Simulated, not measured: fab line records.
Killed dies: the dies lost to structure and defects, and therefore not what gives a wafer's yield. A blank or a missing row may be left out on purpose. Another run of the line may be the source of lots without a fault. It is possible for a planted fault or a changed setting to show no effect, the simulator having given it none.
Chamber matching || flow n5-finfet || rie-diel-05 running N5_BEOL_M5_ETCH_61: 4 sister chambers
The step etches SiARC in CF4, target depth 15.6 nm, time 26 s. 14 wafers are shown with their chamber, then 7 later ones without.

## WAFERS, EACH WITH ITS CHAMBER
{"wafer": "L075.2", "chamber": 1, "showerhead-plenum-p-Torr (Torr)": 2.06, "oes-product-au (a.u.)": 0.62, "throttle-valve-pct (%)": 15.76}
{"wafer": "L075.4", "chamber": 0, "showerhead-plenum-p-Torr (Torr)": 2.04, "oes-product-au (a.u.)": 0.59, "throttle-valve-pct (%)": 16.03}
{"wafer": "L075.5", "chamber": 1, "showerhead-plenum-p-Torr (Torr)": 2.06, "oes-product-au (a.u.)": 0.63, "throttle-valve-pct (%)": 15.76}
{"wafer": "L078.1", "chamber": 2, "showerhead-plenum-p-Torr (Torr)": 2.21, "oes-product-au (a.u.)": 0.60, "throttle-valve-pct (%)": 15.71}
{"wafer": "L078.3", "chamber": 1, "showerhead-plenum-p-Torr (Torr)": 2.06, "oes-product-au (a.u.)": 0.63, "throttle-valve-pct (%)": 15.78}
{"wafer": "L078.5", "chamber": 3, "showerhead-plenum-p-Torr (Torr)": 2.27, "oes-product-au (a.u.)": 0.78, "throttle-valve-pct (%)": 15.52}
{"wafer": "L079.1", "chamber": 3, "showerhead-plenum-p-Torr (Torr)": 2.26, "oes-product-au (a.u.)": 0.77, "throttle-valve-pct (%)": 15.53}
{"wafer": "L079.2", "chamber": 0, "showerhead-plenum-p-Torr (Torr)": 2.04, "oes-product-au (a.u.)": 0.59, "throttle-valve-pct (%)": 16.05}
{"wafer": "L079.6", "chamber": 2, "showerhead-plenum-p-Torr (Torr)": 2.21, "oes-product-au (a.u.)": 0.60, "throttle-valve-pct (%)": 15.74}
{"wafer": "L082.2", "chamber": 1, "showerhead-plenum-p-Torr (Torr)": 2.06, "oes-product-au (a.u.)": 0.61, "throttle-valve-pct (%)": 15.78}
{"wafer": "L082.3", "chamber": 3, "showerhead-plenum-p-Torr (Torr)": 2.26, "oes-product-au (a.u.)": 0.77, "throttle-valve-pct (%)": 15.54}
{"wafer": "L082.4", "chamber": 0, "showerhead-plenum-p-Torr (Torr)": 2.04, "oes-product-au (a.u.)": 0.60, "throttle-valve-pct (%)": 16.07}
{"wafer": "L085.2", "chamber": 0, "showerhead-plenum-p-Torr (Torr)": 2.03, "oes-product-au (a.u.)": 0.58, "throttle-valve-pct (%)": 16.11}
{"wafer": "L085.4", "chamber": 3, "showerhead-plenum-p-Torr (Torr)": 2.25, "oes-product-au (a.u.)": 0.74, "throttle-valve-pct (%)": 15.59}

SIGNATURES, as means of the wafers listed above
{"reading": "showerhead-plenum-p-Torr", "chamber 0": 2.0375, "chamber 1": 2.0600, "chamber 2": 2.2100, "chamber 3": 2.2600, "scatter within a chamber": 0.00524}
{"reading": "oes-product-au", "chamber 0": 0.5900, "chamber 1": 0.6225, "chamber 2": 0.6000, "chamber 3": 0.7650, "scatter within a chamber": 0.0117}
{"reading": "throttle-valve-pct", "chamber 0": 16.0650, "chamber 1": 15.7700, "chamber 2": 15.7250, "chamber 3": 15.5450, "scatter within a chamber": 0.0269}
Rule: a wafer's distance from a chamber is the root of the sum, over the readings, of the square of ((its reading less the chamber's mean) divided by the reading's scatter). The wafer belongs to the nearest chamber; if the next one is less than 2 further off, it can't be placed. How the scatter is found: for the shown wafers, subtract from each reading the mean of its chamber, square and add these, divide the total by (wafers less chambers), then take the root.

## WAFERS MISSING THEIR CHAMBER
{"wafer": "L085.6", "showerhead-plenum-p-Torr (Torr)": 2.05, "oes-product-au (a.u.)": 0.61, "throttle-valve-pct (%)": 15.84}
{"wafer": "L092.2", "showerhead-plenum-p-Torr (Torr)": 2.25, "oes-product-au (a.u.)": 0.73, "throttle-valve-pct (%)": 15.60}
{"wafer": "L092.4", "showerhead-plenum-p-Torr (Torr)": 2.03, "oes-product-au (a.u.)": 0.58, "throttle-valve-pct (%)": 16.11}
{"wafer": "L092.6", "showerhead-plenum-p-Torr (Torr)": 2.03, "oes-product-au (a.u.)": 0.58, "throttle-valve-pct (%)": 16.11}
{"wafer": "L097.1", "showerhead-plenum-p-Torr (Torr)": 2.25, "oes-product-au (a.u.)": 0.73, "throttle-valve-pct (%)": 15.60}
{"wafer": "L097.3", "showerhead-plenum-p-Torr (Torr)": 2.03, "oes-product-au (a.u.)": 0.58, "throttle-valve-pct (%)": 16.12}
{"wafer": "L097.6", "showerhead-plenum-p-Torr (Torr)": 2.05, "oes-product-au (a.u.)": 0.60, "throttle-valve-pct (%)": 15.83}

## EACH ONE'S CHAMBER
{"wafer": "L085.6", "from the rows above": 1, "in truth": 1}
{"wafer": "L092.2", "from the rows above": 3, "in truth": 3}
{"wafer": "L092.4", "from the rows above": 0, "in truth": 0}
{"wafer": "L092.6", "from the rows above": 0, "in truth": 0}
{"wafer": "L097.1", "from the rows above": 3, "in truth": 3}
{"wafer": "L097.3", "from the rows above": 0, "in truth": 0}
{"wafer": "L097.6", "from the rows above": 1, "in truth": 1}
Correctly placed: 7 of 7. Left unplaced by these rows: 0. Number placed wrongly: 0.
